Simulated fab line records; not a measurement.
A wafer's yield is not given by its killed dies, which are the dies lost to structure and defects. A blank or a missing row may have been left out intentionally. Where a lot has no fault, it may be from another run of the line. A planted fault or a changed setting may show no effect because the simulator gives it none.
A lot that was struck, set against a sound lot ; flow n5_finfet ; 16 out of 1938 route steps
Sound: these wafers, L526.1, L526.2, L526.6. Struck: wafer L529.6. (L529.3, L529.4 of the same lot were not struck and are left out.) The cause comes at the end.
At each step with rows: each side's tool, then ch and its chambers, then its first start. Under that, the readings that differ: sound wafers ; struck wafers ; difference of the means ; sigmas: that difference in standard deviations of wafers without a fault.
alike: words and numbers the same on both sides, and readings whose means are apart by under 2 such deviations; not compared: readings that were withheld, readings missing a value for some wafer, numbers with overlapping values and no deviation given by the record, and bounds like >300 which may hide the same value.
The two part at a step that has a row with sigmas, a row that says differs or no value, or rows on one side only. Non-overlapping numbers with no deviation appear without sigmas and do not part them. Lack of a reading on every wafer of one side parts them only where that side has two or more wafers.

first, 8 steps without rows for these wafers: N5_BEOL_M15_COAT_58 (time 60 s, resist thk 89 nm); N5_BEOL_M15_COAT_04 (resist thk 800 nm); N5_BEOL_M15_EBR_06; N5_BEOL_M15_SOFTBAKE_05 (time 60 s); N5_BEOL_M15_EXPOSE_07 (exposes mask V14); N5_BEOL_M15_PEB_08 (peb time 90 s); N5_BEOL_M15_DEVELOP_09 (develop time 45 s); N5_BEOL_M15_HARDBAKE_14 (time 120 s).
N5_BEOL_M15_CD_MEAS_10: the cd target is 360 nm.
  sound on cd_sem-03 ch 0, day 13 08:36; struck on cd_sem-03 ch 0, day 14 11:52
reading;sound;struck;difference;sigmas
cd_nm (nm);358.0 357.0 359.2;361.4;+3.3;+2
N5_BEOL_M15_OVL_MEAS_11:
  sound on overlay-01 ch 0, day 13 08:38; struck on overlay-01 ch 0, day 14 11:54
  alike: V14_OVL
N5_BEOL_M15_INSPECT_12: inspects for defects (macro).
  sound on defect_inspect-02 at day 13 08:39; struck on defect_inspect-01 at day 14 11:55
  alike: raw_defect_count
N5_BEOL_M15_DESCUM_15: chemistry O2, time 7.9 s.
  sound on rie_diel-03 ch 0,1, day 13 08:44; struck on rie_diel-03 ch 0, day 14 11:57
  alike: drypump_motor_current_A, oes_product_au, rf_vpp_V, showerhead_plenum_p_Torr, throttle_valve_pct
  not compared: rf_hours_counter_h
N5_BEOL_M15_ETCH_59: etches BARC in N2/H2, target depth 89 nm, overetch 26.7 nm, time 67.9 s.
  sound on rie_diel-03 ch 0,1, day 13 08:46; struck on rie_diel-03 ch 0, day 14 11:59
reading;sound;struck;difference;sigmas
run_length_s (s);91.7 91.2 91.8;74.9;-16.7;-35
model.coat_of_BEOL_M15_COAT_04.thk_nm (nm);720.2 718.8 714.2;737.2;+19.5;
model.etch.depth_nm (nm);89.18 89.22 89.21;84.43;-4.77;
  alike: drypump_motor_current_A, oes_product_au, rf_vpp_V, showerhead_plenum_p_Torr, throttle_valve_pct
  not compared: rf_hours_counter_h
N5_BEOL_M15_VIA_ETCH_16: etches SiO2 in C4F8/O2/Ar, target depth 1792.2 nm.
  sound on rie_diel-03 ch 0,1, day 13 08:49; struck on rie_diel-03 ch 0, day 14 12:02
  alike: C4F8_flow_sccm, drypump_motor_current_A, oes_f_703_au, oes_product_au, rf_vpp_V, showerhead_plenum_p_Torr, throttle_valve_pct
  not compared: model.coat_of_BEOL_M15_COAT_04.thk_nm
N5_BEOL_M15_STRIP_63: strips in O2.
  sound: rie_diel-03 ch 0,1; struck: rie_diel-03 ch 0
  alike: drypump_motor_current_A, oes_product_au, rf_vpp_V, showerhead_plenum_p_Torr, throttle_valve_pct
  not compared: rf_hours_counter_h
next, for these wafers, 1 step has no rows: N5_PASSIVATION_PROBE_49.

== WHERE THEY PART ==
First at N5_BEOL_M15_CD_MEAS_10; last, within this record, at N5_BEOL_M15_ETCH_59. Later steps at which nothing parts them and some readings are alike: N5_BEOL_M15_VIA_ETCH_16, N5_BEOL_M15_STRIP_63.

WHY: the cause the simulator had injected
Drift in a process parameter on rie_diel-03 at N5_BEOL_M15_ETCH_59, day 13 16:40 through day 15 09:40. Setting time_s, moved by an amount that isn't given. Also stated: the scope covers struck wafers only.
